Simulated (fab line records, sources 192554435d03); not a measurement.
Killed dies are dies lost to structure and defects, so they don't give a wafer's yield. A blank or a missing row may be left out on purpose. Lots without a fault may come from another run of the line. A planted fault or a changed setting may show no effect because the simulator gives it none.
One fault seen from 2 desks | flow n5_finfet | each desk has only its own numbers; what lay behind them comes last

THE TOOL OWNER'S DESK: litho_track-04
The tool's own readings at N5_BEOL_M0_SAQP_COAT_82 (time 60 s, resist thk 30 nm): means of the sampled wafers that have a number, for each lot that ran on this tool. A lot is out of limits, marked OUT, if its mean lies more than 4 standard deviations from the usual mean; the brackets give that distance.
Columns: A = heater_power_total_W at N5_BEOL_M0_SAQP_COAT_82, usual 427.6 W; B = resist_line_temp_C at N5_BEOL_M0_SAQP_COAT_82, usual 23.01 C; C = run_length_s at N5_BEOL_M0_SAQP_COAT_82, usual 66.22 s
lot  | first seen here | A               | B     | C
L150 | day 6 04:12     | 428.9           | 23.00 | 66.13
L156 | day 7 14:05     | 481.9 (+26) OUT | 23.15 | 56.67 (-73) OUT
L158 | day 8 11:04     | 467.2 (+19) OUT | 23.07 | 59.91 (-49) OUT
L159 | day 8 17:59     | 482.9 (+26) OUT | 23.05 | 56.73 (-73) OUT
L169 | day 10 21:10    | 428.0           | 22.94 | 66.19
This desk's finding: out of limits on L156, L158, L159; first on L156, day 7 14:05 (heater_power_total_W at N5_BEOL_M0_SAQP_COAT_82). In limits: L150, L169.

THE METROLOGY DESK
What the gauges read, lot by lot, whatever tool the lot ran on: means of the sampled wafers that have a number. A lot is out of limits, marked OUT, if its mean lies more than 4 standard deviations from the usual mean; the brackets give that distance. Of its 10 readings 7 are shown: those that lie furthest out on some lot.
Columns: A = DIBL_N at N5_BEOL_M4_RC_MEAS_101, usual 36.9 mV/V; B = IOFF_N at N5_BEOL_M4_RC_MEAS_101, usual 0.17 nA/um; C = IOFF_P at N5_BEOL_M4_RC_MEAS_101, usual 0.22 nA/um; D = ION_P at N5_BEOL_M4_RC_MEAS_101, usual 463 uA/um; E = SS_P at N5_BEOL_M4_RC_MEAS_101, usual 73.5 mV/dec; F = VT_N at N5_BEOL_M4_RC_MEAS_101, usual 249 mV; G = VT_P at N5_BEOL_M4_RC_MEAS_101, usual -250 mV
lot  | first seen here | A    | B    | C    | D   | E    | F   | G
L149 | day 8 17:02     | 37.6 | 0.16 | 0.20 | 454 | 74.1 | 252 | -254
L150 | day 9 03:10     | 36.9 | 0.17 | 0.26 | 469 | 73.8 | 249 | -247
L151 | day 9 14:09     | 36.0 | 0.15 | 0.20 | 461 | 73.7 | 251 | -251
L156 | day 10 13:36    | 37.0 | 0.18 | 0.24 | 466 | 74.1 | 250 | -250
L158 | day 11 00:10    | 38.7 | 0.16 | 0.18 | 453 | 73.4 | 250 | -254
L159 | day 11 09:43    | 34.0 | 0.12 | 0.15 | 454 | 72.2 | 255 | -256
L164 | day 12 15:25    | 37.2 | 0.17 | 0.20 | 452 | 73.1 | 251 | -251
L166 | day 12 16:58    | 37.9 | 0.18 | 0.25 | 468 | 73.3 | 248 | -246
L167 | day 13 10:24    | 37.0 | 0.16 | 0.23 | 463 | 73.7 | 251 | -249
L169 | day 13 14:08    | 36.7 | 0.17 | 0.24 | 467 | 73.5 | 249 | -247
This desk's finding: nothing out of limits on any of the 10 lots.

PUT TOGETHER
The tool owner's desk could have raised an alarm at day 7 14:05, on L156, L158, L159.
The metrology desk saw nothing out of limits.
The metrology desk has L156, L158, L159 on record, within its limits.
Of the lots named, all ran N5_BEOL_M0_SAQP_COAT_82 on litho_track-04.

WHAT THE SIMULATOR HAD PUT IN
Process parameter drift: litho_track-04, from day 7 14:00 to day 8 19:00, at N5_BEOL_M0_SAQP_COAT_82. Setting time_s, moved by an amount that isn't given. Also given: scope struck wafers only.
Lots struck among those shown: L156, L158, L159.
Hours from the fault's start to each desk's first reading out of limits: the tool owner's desk, 0.
